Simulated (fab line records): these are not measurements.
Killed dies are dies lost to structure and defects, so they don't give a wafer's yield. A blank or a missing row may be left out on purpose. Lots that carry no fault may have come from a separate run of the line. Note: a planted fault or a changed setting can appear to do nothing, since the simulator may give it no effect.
3 desks looking at one fault :: flow nand harc :: each desk has only its own numbers; what lay behind them comes last

## THE METROLOGY DESK
What the gauges read for every lot (on any tool): the sampled wafers with a number, averaged. Any lot whose mean is over 4 standard deviations away from the usual mean is out of limits and marked OUT; that distance is given in the brackets.
Columns: A = thk nm at NHARC_A_ONON_D1_THK_MEAS_02, usual 1002 nm
lot: L883
first seen here: day 7 20:07
A: 1001

lot: L885
first seen here: day 8 12:13
A: 998

lot: L886
first seen here: day 9 12:59
A: 1004

lot: L888
first seen here: day 10 02:08
A: 1008

lot: L890
first seen here: day 11 01:24
A: 1524 (+61) OUT

lot: L891
first seen here: day 11 07:29
A: 1010

lot: L896
first seen here: day 12 21:41
A: 995

lot: L897
first seen here: day 13 22:22
A: 1005

lot: L900
first seen here: day 15 03:21
A: 995

lot: L901
first seen here: day 15 03:22
A: 1016

lot: L903
first seen here: day 16 09:42
A: 988

lot: L905
first seen here: day 16 21:41
A: 993

lot: L906
first seen here: day 17 03:24
A: 995
This desk's verdict: out of limits on L890, starting with L890 at day 11 01:24 (thk nm at NHARC_A_ONON_D1_THK_MEAS_02). L883, L885, L886, L888, L891, L896, L897, L900, L901, L903, L905, L906 stayed within limits.

## THE DEFECT DESK
What the inspections along the route counted, lot by lot: means of the sampled wafers that have a number. Any lot whose mean is over 4 standard deviations away from the usual mean is out of limits and marked OUT; that distance is given in the brackets.
Columns: A = raw defect count at NHARC_A_START_INSPECT_01, usual 3.3
lot: L883
first seen here: day 6 20:22
A: 5.7

lot: L885
first seen here: day 7 10:57
A: 2.3

lot: L886
first seen here: day 8 11:50
A: 2.7

lot: L888
first seen here: day 9 03:02
A: 3.7

lot: L890
first seen here: day 10 00:56
A: 2.0

lot: L891
first seen here: day 10 06:03
A: 2.3

lot: L896
first seen here: day 11 22:23
A: 2.0

lot: L897
first seen here: day 12 23:07
A: 5.3

lot: L900
first seen here: day 14 02:31
A: 4.3

lot: L901
first seen here: day 14 06:20
A: 3.3

lot: L903
first seen here: day 15 09:46
A: 3.7

lot: L905
first seen here: day 15 22:25
A: 5.3

lot: L906
first seen here: day 16 04:10
A: 3.3
This desk found nothing out of limits on any of the 13 lots.

## FOR THE TOOL OWNER'S DESK: pecvd onon-03
The tool's own readings at NHARC_A_ONON_D1_DEP_00 (target thk 1000 nm): means of the sampled wafers that have a number, for each lot that ran on this tool. Any lot whose mean is over 4 standard deviations away from the usual mean is out of limits and marked OUT; that distance is given in the brackets.
Columns: A = nh3 flow sccm at NHARC_A_ONON_D1_DEP_00, usual 500.2 sccm; B = sih4 flow sccm at NHARC_A_ONON_D1_DEP_00, usual 209.9 sccm
lot: L883
first seen here: day 7 19:40
A: 500.9
B: 209.8

lot: L888
first seen here: day 10 01:41
A: 498.0
B: 209.7

lot: L890
first seen here: day 11 01:04
A: 500.3
B: 209.2

lot: L901
first seen here: day 15 02:51
A: 501.2
B: 209.2

lot: L903
first seen here: day 16 09:11
A: 495.4
B: 209.5
This desk found nothing out of limits on any of the 5 lots.

## BROUGHT TOGETHER
On L890, the metrology desk was in a position to raise an alarm at day 11 01:24.
No out-of-limits result turned up at the defect desk.
Nothing out of limits was seen by the tool owner's desk.
The defect desk has L890 on record, within its limits.
On record at the tool owner's desk: L890, within its limits.
NHARC_A_ONON_D1_DEP_00 was run on pecvd onon-03 by each of the lots named.

## WHAT THE SIMULATOR HAD INSERTED
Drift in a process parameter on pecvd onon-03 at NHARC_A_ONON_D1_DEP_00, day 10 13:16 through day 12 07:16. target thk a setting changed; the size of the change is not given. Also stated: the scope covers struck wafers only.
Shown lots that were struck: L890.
Delay in hours, fault start to first out-of-limits reading, per desk: metrology desk 12.
